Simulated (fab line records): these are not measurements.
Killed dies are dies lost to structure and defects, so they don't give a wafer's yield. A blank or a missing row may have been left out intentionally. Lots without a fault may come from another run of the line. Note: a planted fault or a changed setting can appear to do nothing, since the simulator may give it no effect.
fab line records ; flow n5_finfet
record: lots: 3; wafers: 9; last_day: 17
route steps=1938 shown BEOL_M3@1009 BEOL_M4@1021 PASSIVATION@1936
lots untouched by any fault: they come from a run of this same line in which no faults occurred
start_h: hours from the record's first day to the start of the lot's first wafer shown ; wait_h: hours from the lot's prior step to this one ; " as in the row above ; L1.1+2: several wafers, shown together as one row ; - no value, or no start given ; * or withheld: withheld ; < > ~ a bound
route shown NAME@n: NAME is a module with steps in the file, n the number in the route of the first one ; usual: the fault-free wafers' mean and standard deviation ; same: alike in all rows ; chamber/n: place in a boat ; sites: the reading at each site ; _std_site: the standard deviation of these ; _edge_site: inner sites' mean taken away from outer sites' mean ; radius_mm: how far each site lies from the wafer's centre ; mask NAME#n: copy n ; behind: the tool/chamber that last shaped the wafer ; hold: reason for holding the lot/hours on hold/outcome of the hold ; device: the transistor (n, p or np) that didn't switch ; end of line: the route-end tests of the same wafers ; a step without rows: its recipe alone ; killed: not the wafer's yield, but the dies lost to structure and defects at the first sort ; map: per-die view of a wafer (x killed, . not killed, _ where there is no die)
set.NAME: the setting that was run; set.NAME@STEP: the one run at that earlier step ; model.NAME: the simulator's own value behind a step, which no gauge read
a table for each step, a row for each wafer; lots at some steps of the route
services: a tool's chamber out of use, with start hour (start_h, from the record's first day; less than 0 if before it), hours out, and reason
== steps ==
step: N5_BEOL_M3_ANNEAL_95
recipe: temp_c: 400; time_s: 240; ambient: vacuum
step: N5_BEOL_M3_SPUTTER_96
recipe: material: Cu; target_thk_a: 45; temp_c: -20; chamber_pressure_pa: 0.07; power_w: withheld; time_s: 8.29
step: N5_BEOL_M3_ECD_50
recipe: material: Cu; target_thk_a: 3000
step: N5_BEOL_M3_ANNEAL_51
recipe: temp_c: 225; time_s: 90; ambient: N2
step: N5_BEOL_M3_CMP_52
recipe: stop_on: SiOC; t_overpolish_s: 6.8; down_force_psi: 1; platen_rpm: 50; clearing_platen_down_force_psi: 1.5; clearing_platen_rpm: 50; post_cmp_clean: cu_alkaline; target_thk_nm: 40; clearing_platen_pad_velocity_m_s: 0.99484; pad_velocity_m_s: 0.99484
step: N5_BEOL_M3_PRE_CLEAN_60
recipe: gas: NH3/H2; time_s: 15; temp_c: *; rf_power_w: 300
step: N5_BEOL_M3_CO_CAP_55
recipe: material: Co; target_thk_a: 20; temp_c: 200; precursor: CCTBA/H2; pressure_torr: 30; time_s: 102.1
step: N5_BEOL_M3_PRE_CLEAN_56
recipe: gas: NH3; time_s: 15; temp_c: withheld; rf_power_w: 300
step: N5_BEOL_M3_DEP_57
recipe: material: SiCN; target_thk_a: 80; temp_c: withheld; precursor: 3MS/NH3; pressure_torr: 3; rf_w: 202; time_s: 14
step: N5_BEOL_M4_ILD_DEP_00
recipe: material: SiOC; target_thk_a: 790; temp_c: 350; precursor: DEMS/O2; pressure_torr: 5; rf_w: 500; time_s: 15.3
usual: heater_power_w: 487/61; rf_fwd_power_W: 494.3/2.2; showerhead_plenum_p_Torr: 5.697/0.017; throttle_valve_pct: 11.9/0.41
lot.wafer;tool;chamber;start_h;wait_h;heater_power_w;rf_fwd_power_W;showerhead_plenum_p_Torr;throttle_valve_pct;model.SiOC_of_BEOL_M4_ILD_DEP_00.thk_nm
L622.2;pecvd-04;0;186.23;0.0;602;493.8;5.707;11.9;78
L622.5;pecvd-04;1;186.23;0.0;439;491.4;5.717;12.6;79.6
L622.6;pecvd-04;2;186.23;0.0;511;493.0;5.706;11.5;79.6
L631.1;pecvd-04;2;263.19;0.0;564;492.6;5.703;11.8;78.6
L631.3;pecvd-04;0;263.19;0.0;583;493.9;5.698;11.9;106.2
L631.5;pecvd-04;1;263.19;0.0;395;497.0;5.700;12.7;78
L633.3;pecvd-01;2;272.71;0.0;500;487.0;5.701;11.7;77.2
L633.5;pecvd-01;1;272.71;0.0;502;494.3;5.697;11.3;79.4
L633.6;pecvd-01;2;272.71;0.0;514;490.6;5.698;11.4;78
step: N5_BEOL_M4_THK_MEAS_01
recipe: reads: SiOC_of_BEOL_M4_ILD_DEP_00
usual: M4_ILD_THK: 78.7/1.1
lot.wafer;tool;chamber;start_h;wait_h;M4_ILD_THK[nm]
L622.2;film_metro-01;-;186.30;0.1;77.9
L622.5;film_metro-01;-;186.30;0.1;79.6
L622.6;film_metro-01;-;186.30;0.1;79.6
L631.1;film_metro-01;-;263.26;0.0;78.7
L631.3;film_metro-01;-;263.26;0.0;106.1
L631.5;film_metro-01;-;263.26;0.0;78.0
L633.3;film_metro-02;-;272.78;0.1;77.2
L633.5;film_metro-02;-;272.78;0.1;79.4
L633.6;film_metro-02;-;272.78;0.1;78.1
step: N5_BEOL_M4_PECVD_72
recipe: material: SiO2; target_thk_a: 160; temp_c: 400; precursor: TEOS/O2; pressure_torr: 5.5; rf_w: 450; teos_flow_sccm: 53.8; gas: O2; flow_sccm: 3000; time_s: 18
step: N5_BEOL_M4_HM_DEP_02
recipe: material: TiN; target_thk_a: 200; temp_c: 25; chamber_pressure_pa: 0.49996
step: N5_BEOL_M4_COAT_61
recipe: resist: SOC; temp_c: 250; time_s: 60; spin_rpm: 1500; resist_thk_nm: 60
step: N5_BEOL_M4_COAT_62
recipe: resist: SiARC; temp_c: 220; time_s: 60; spin_rpm: 1500; resist_thk_nm: 12
step: N5_BEOL_M4_COAT_73
recipe: resist: underlayer; temp_c: 205; time_s: 60; spin_rpm: 1500; resist_thk_nm: 5
step: N5_BEOL_M4_COAT_05
recipe: resist: CAR-EUV; spin_rpm: 1500; resist_thk_nm: 30
step: N5_BEOL_M4_EBR_07
recipe: solvent: PGMEA; ebr_width_mm: 1.5
step: N5_BEOL_M4_SOFTBAKE_06
recipe: temp_c: 110; time_s: 60; resist: CAR-EUV
step: N5_BEOL_M4_EXPOSE_08
recipe: mask_id: M4; na: 0.33; source_shape: dipole; sigma_inner: 0.369; sigma_outer: 0.767; polarization: unpolarized; dose_mj: 41.25
step: N5_BEOL_M4_PEB_09
recipe: peb_temp_c: 100; peb_time_s: 60; resist: CAR-EUV
step: N5_BEOL_M4_DEVELOP_10
recipe: develop_time_s: 30; developer: TMAH; resist: CAR-EUV; rinse_liquid: surfactant_rinse; dry: air_spin; dev_temp_c: 23
step: N5_BEOL_M4_DESCUM_16
recipe: chemistry: O2; time_s: 7; source_power_w: 50; bias_power_w: 20; pressure_mtorr: 20; rf_frequency_hz: 2.712e+07; temp_c: 40; resist: CAR-EUV; o2_flow_sccm: 225
step: N5_BEOL_M4_ETCH_74
recipe: chemistry: N2/H2; target: underlayer; target_depth_a: 65; mask_material: CAR-EUV; time_s: 5.2; ion_energy_ev: 200; pressure_mtorr: 30; source_w: 840; bias_w: 150; n2_flow_sccm: 200; h2_flow_sccm: 200; ends: cleared
step: N5_BEOL_M4_ETCH_63
recipe: chemistry: CF4; target: SiARC; target_depth_a: 156; mask_material: CAR-EUV; time_s: 26; ion_energy_ev: 80; pressure_mtorr: 40; source_w: 545; bias_w: 36; Ar_flow_sccm: 100; cf4_flow_sccm: 100; ends: cleared
step: N5_BEOL_M4_ETCH_64
recipe: chemistry: N2/H2; target: SOC; target_depth_a: 750; overetch_a: 225; mask_material: SiARC; temp_c: 40; time_s: 121.9; ion_energy_ev: 200; pressure_mtorr: 30; source_w: 840; bias_w: 150; n2_flow_sccm: 200; h2_flow_sccm: 200
step: N5_BEOL_M4_STRIP_65
recipe: chemistry: N2/H2; temp_c: 40; n2_flow_sccm: 200; h2_flow_sccm: 200; rf_frequency_hz: 6e+07
step: N5_BEOL_M4_STRIP_75
recipe: chemistry: N2/H2; temp_c: 40; n2_flow_sccm: 200; h2_flow_sccm: 200; rf_frequency_hz: 6e+07
step: N5_BEOL_M4_STRIP_66
recipe: chemistry: CF4; resist: SiARC; power_w: 300; bias_power_w: 75; pressure_mtorr: 50; cf4_flow_sccm: 150; rf_frequency_hz: 6e+07
step: N5_BEOL_M4_HM_OPEN_17
recipe: chemistry: Cl2/BCl3; target_depth_a: 200; overetch_a: 60; target: TiN; mask_material: SOC; ion_energy_ev: 150; pressure_mtorr: 10; icp_w: 1000; bias_w: 126; Cl2_flow_sccm: 53.25; bcl3_flow_sccm: 21.75; Ar_flow_sccm: 25
step: N5_BEOL_M4_STRIP_19
recipe: chemistry: O2; power_w: 400; temp_c: 40; pressure_mtorr: 30; rf_frequency_hz: 6e+07; bias_power_w: 0; overash_fraction: 0.2; o2_flow_sccm: 225
step: N5_BEOL_M4_COAT_67
recipe: resist: SOC; temp_c: 250; time_s: 60; spin_rpm: 1500; resist_thk_nm: 60
step: N5_BEOL_M4_COAT_68
recipe: resist: SiARC; temp_c: 220; time_s: 60; spin_rpm: 1500; resist_thk_nm: 12
step: N5_BEOL_M4_COAT_76
recipe: resist: underlayer; temp_c: 205; time_s: 60; spin_rpm: 1500; resist_thk_nm: 5
step: N5_BEOL_M4_COAT_22
recipe: resist: CAR-EUV; spin_rpm: 1500; resist_thk_nm: 30
step: N5_BEOL_M4_CMP_52
recipe: stop_on: SiOC; t_overpolish_s: 6.8; down_force_psi: 1; platen_rpm: 50; clearing_platen_down_force_psi: 1.5; clearing_platen_rpm: 50; post_cmp_clean: cu_alkaline; target_thk_nm: 40; clearing_platen_pad_velocity_m_s: 0.99484; pad_velocity_m_s: 0.99484
usual: clearing_platen_down_force_psi: 1.4998/0.0027; motor_current_A: 6.0/0.7
lot.wafer;tool;chamber;start_h;wait_h;clearing_platen_down_force_psi;motor_current_A;model.SiOC_of_BEOL_M4_ILD_DEP_00.thk_nm
L622.2;cmp-02;1;197.86;0.3;1.4970;5.7;75
L622.6;cmp-02;2;197.86;0.3;1.5013;6.3;76.6
L622.5;cmp-02;3;197.86;0.3;1.5009;6.6;76.6
L631.3;cmp-01;3;283.75;0.2;1.4984;5.0;103.2
L631.1;cmp-01;2;283.75;0.2;1.4965;6.0;75.6
L631.5;cmp-01;3;283.75;0.2;1.4972;4.9;75
L633.3;cmp-02;2;298.65;0.3;1.4975;6.2;74.2
L633.5;cmp-02;3;298.65;0.3;1.5032;6.4;76.4
L633.6;cmp-02;0;298.65;0.3;1.5005;6.1;75
step: N5_BEOL_M4_RC_MEAS_101
usual: DIBL_N: 36.1/2; DIBL_P: 36.3/2.5; IOFF_N: 0.16/0.037; IOFF_P: 0.21/0.039; ION_N: 678/15; ION_P: 465/8.7; SS_N: 71.4/0.7; SS_P: 73.3/0.74; VT_N: 249/3.6; VT_P: -250.0/2.9
lot.wafer;tool;chamber;start_h;wait_h;DIBL_N[mV/V];DIBL_P[mV/V];IOFF_N[nA/um];IOFF_P[nA/um];ION_N[uA/um];ION_P[uA/um];SS_N[mV/dec];SS_P[mV/dec];VT_N[mV];VT_P[mV]
L622.2;prober-01;0;198.62;0.3;35.9;36.7;0.17;0.19;696;466;71.3;73.4;249;-250.6
L622.5;prober-01;0;198.62;0.3;33.3;33.6;0.12;0.16;678;460;70.2;72.2;251;-255.6
L622.6;prober-01;0;198.62;0.3;34.7;36.6;0.15;0.21;692;477;71.9;73.4;248;-249.1
L631.1;prober-02;0;284.88;0.5;37.0;37.8;0.20;0.24;703;472;70.9;73.6;247;-248.4
L631.5;prober-02;0;284.88;0.5;38.4;38.8;0.22;0.26;708;477;72.1;73.6;246;-246.3
L633.3;prober-02;0;299.46;0.3;32.7;32.9;0.11;0.16;668;463;70.4;72.5;256;-250.3
L633.5;prober-02;0;299.46;0.3;33.5;33.2;0.12;0.16;664;460;70.7;72.6;254;-253.1
L633.6;prober-02;0;299.46;0.3;38.5;41.1;0.21;0.30;676;469;71.9;74.7;247;-245.6
step: N5_PASSIVATION_PROBE_49
usual: defect_limited_yield: 91.1/1.3; killed_at_M0_to_M3: 32/9.7; killed_at_M4_up: 16/6; killed_at_contacts: 12/5.9; killed_at_front_end: 41/11; killed_at_other: 4/3.1; killed_dies: 104/16; killed_on_rim: 14/4; killed_open: 68/12; killed_short: 34/7.4; sort_bin_5_function: 5.1/0.85; sort_bin_6_memory: 3.3/0.66; sort_n_pass: 1075/16; sort_yield_pct: 91.1/1.4
same: gross_dies: 1180; killed_at_back_side: 0; sort_bin_4_leakage[%]: 0; sort_bin_8_speed[%]: 0
lot.wafer;tool;chamber;start_h;wait_h;defect_limited_yield[%];killed_at_M0_to_M3;killed_at_M4_up;killed_at_contacts;killed_at_front_end;killed_at_other;killed_dies;killed_on_rim;killed_open;killed_short;sort_bin_5_function[%];sort_bin_6_memory[%];sort_n_pass;sort_yield_pct[%]
L631.3;prober-02;-;399.05;0.1;11.4;40;955;5;41;5;1046;60;66;40;84.9;3.2;134;11.4
L631.5;prober-02;-;399.15;0.2;89.9;50;13;6;46;4;119;18;86;33;5.9;3.6;1061;89.9
killed by level:class
L631.3 BEOL_M4:area_dep=939 FIN_SAQP:geometric_particle:short=13 FIN_SAQP:geometric_particle:open=12 BEOL_M2:geometric_particle:open=11 BEOL_M0_SAQP:geometric_particle:open=8 BEOL_M0_SAQP:geometric_particle:short=8 STARTING-WAFER:geometric_particle:short=5 GATE_CUT:geometric_particle:short=4
L631.5 BEOL_M2:geometric_particle:open=15 FIN_SAQP:geometric_particle:open=13 BEOL_M0_SAQP:geometric_particle:open=12 BEOL_M0_SAQP:geometric_particle:short=8 BEOL_M3:geometric_particle:open=8 FIN_SAQP:geometric_particle:short=7 DUMMY_GATE:geometric_particle:open=7 BEOL_M4:geometric_particle:open=7
map L631.3 (x killed, . not)
_________________xxx.....xx..________________
______________..xx.xx.xx.xx..x.._____________
___________x...xxx.xxxxxxxxxxxx.x..__________
__________..xxxx.xxxxxxxxxxxxx.x...x_________
________..x.xxxxxxxxxxxxxxxxxxxxxxx.x._______
_______xxxxxxxxxxxxxxxxxxxxxxxxxxxxxx..______
______.xxxxxxxxxxxxxxxxxxxxxxxxxxxxxxx.._____
_____x.xxxxxxxxxxxxxxxxxxxxxxxxxxxxxx.x.x____
____.x.xxxxxxxxxxxxxxxxxxxxxxxxxxxxxxxxx..___
___.xxxxxxxxxxxxxxxxxxxxxxxxxxxxxxxxxxxxx..__
___x.xxxxxxxxxxxxxxxxxxxxxxxxxxxxxxxxxxxx..__
__x.xxxxxxxxxxxxxxxxxxxxxxxxxxxxxxxxxxxxx.x._
__.xxxxxxxxxxxxxxxxxxxxxxxxxxxxxxxxxxxxxx.x._
_...xxxxxxxxxxxxxxxxxxxxxxxxxxxxxxxxxxxxxxx..
_..xxxxxxxxxxxxxxxxxxxxxxxxxxxxxxxxxxxxxxxxxx
_xxxxxxxxxxxxxxxxxxxxxxxxxxxxxxxxxxxxxxxxxxx.
_xxxxxxxxxxxxxxxxxxxxxxxxxxxxxxxxxxxxxxxxxxx.
_...xxxxxxxxxxxxxxxxxxxxxxxxxxxxxxxxxxxxxxxx.
_..xxxxxxxxxxxxxxxxxxxxxxxxxxxxxxxxxxxxxxxxx.
_.xxxxxxxxxxxxxxxxxxxxxxxxxxxxxxxxxxxxxxxxxx.
_...xxxxxxxxxxxxxxxxxxxxxxxxxxxxxxxxxxxxxx.x.
__xxxxxxxxxxxxxxxxxxxxxxxxxxxxxxxxxxxxxxxx.._
__.x.xxxxxxxxxxxxxxxxxxxxxxxxxxxxxxxxxxxx.x._
___..xxxxxxxxxxxxxxxxxxxxxxxxxxxxxxxxx.xxxx__
___xxxxxxxxxxxxxxxxxxxxxxxxxxxxxxxxxxxx.x..__
____.xx.xxxxxxxxxxxxxxxxxxxxxxxxxxxxxxxxx.___
_____xxxxxxxxxxxxxxxxxxxxxxxxxxxxxxxxxxx.____
______..xxxxxxxxxxxxxxxxxxxxxxxxxxxx.x.x_____
_______..xxxxxxxxxxxxxxxxxxxxxxxxxxxxx.______
________xxxx..xxxxxxxxxxxxxxxxxxx.xxxx_______
__________xxxxx.xxxxxxxxxxxxxxxx.xx._________
___________...xxxxxxxxxxxxxx..xx...__________
______________.xxxxxxx....xxx..._____________
_________________..xx..x.xx..________________
map L622.2 (x killed, . not)
_________________............________________
______________......x.....x.x..x_____________
___________..........x.............__________
__________..x....................x.._________
________.....x....x....x.xx..x........_______
_______................................______
______.......x.........................x_____
_____.....x......x...........xx....x.....____
____.........x............................___
___........x.....x...x.................x..x__
___..xx..x....x...x...............x....x...__
__xx................x......................._
__....x...................xx..........x....._
_.....x............xx......x..xx.............
_..........................x...........x.....
_......x....................x................
_....x......x.xx..............xx...x..x......
_......xx......................xx............
_.x......x...................................
_x.....xx.........x............xx....x......x
_...x.x........................x.............
__.........x.............................x.._
__.......................x..xx.x............_
___......x.......x.....x..x............x...__
___..........x...x..x....x.................__
____..........x......x..........x.......x.___
_____......................x.............____
______.....x....x...................x..._____
_______...............x................______
________......xx..x....x.............._______
__________.....................x..x._________
___________.........x..............__________
______________......x..........._____________
_________________.........x..________________
== services ==
tool;chamber;start_h;hours;kind
cmp-02;-;163.44;3.8;pm
pecvd-04;1;210.67;3.4;repair
pecvd-04;1;214.10;5.5;scheduled_down
pecvd-04;1;219.64;5.5;scheduled_down
pecvd-04;0;238.10;-;calibration
pecvd-01;2;245.23;12.9;repair
cmp-01;-;278.70;4.0;pm
cmp-01;-;282.70;-;consumable_replace:conditioner
cmp-01;-;282.70;-;consumable_replace:pad
cmp-01;-;284.29;0.9;repair
== key ==
first_sign: step: N5_BEOL_M4_THK_MEAS_01; reading: M4_ILD_THK; direction: up; sigmas: 26; usual: 78.7; struck: 106.1
effect: step: N5_PASSIVATION_PROBE_49; reading: killed_at_M4_up; direction: up; sigmas: 99+; usual: 16; struck: 955
model_effect: step: N5_BEOL_M4_ILD_DEP_00; value: SiOC_of_BEOL_M4_ILD_DEP_00.thk_nm; without: 77.8; struck: 106.2
model_effect: step: N5_BEOL_M4_CMP_52; value: SiOC_of_BEOL_M4_ILD_DEP_00.thk_nm; without: 74.8; struck: 103.2
more_kills_born_at: N5_BEOL_M4_ILD_DEP_00@pecvd-04: 939
met_at N5_BEOL_M4_ILD_DEP_00
struck_wafers L631.3
later_rows_left_out L631.3
onset_between 186.23 263.19
fault: kind: process_parameter_drift; tool: pecvd-04; chamber: 0; onset_h: 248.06; steps: N5_BEOL_M4_ILD_DEP_00; channel: time_s; offset: *; shape: step; end_h: 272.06; acts_in: *; stated: *
later_rows_left_out: the simulator's readings of these wafers behind a module that went badly wrong aren't trusted and aren't shown, but for the sort
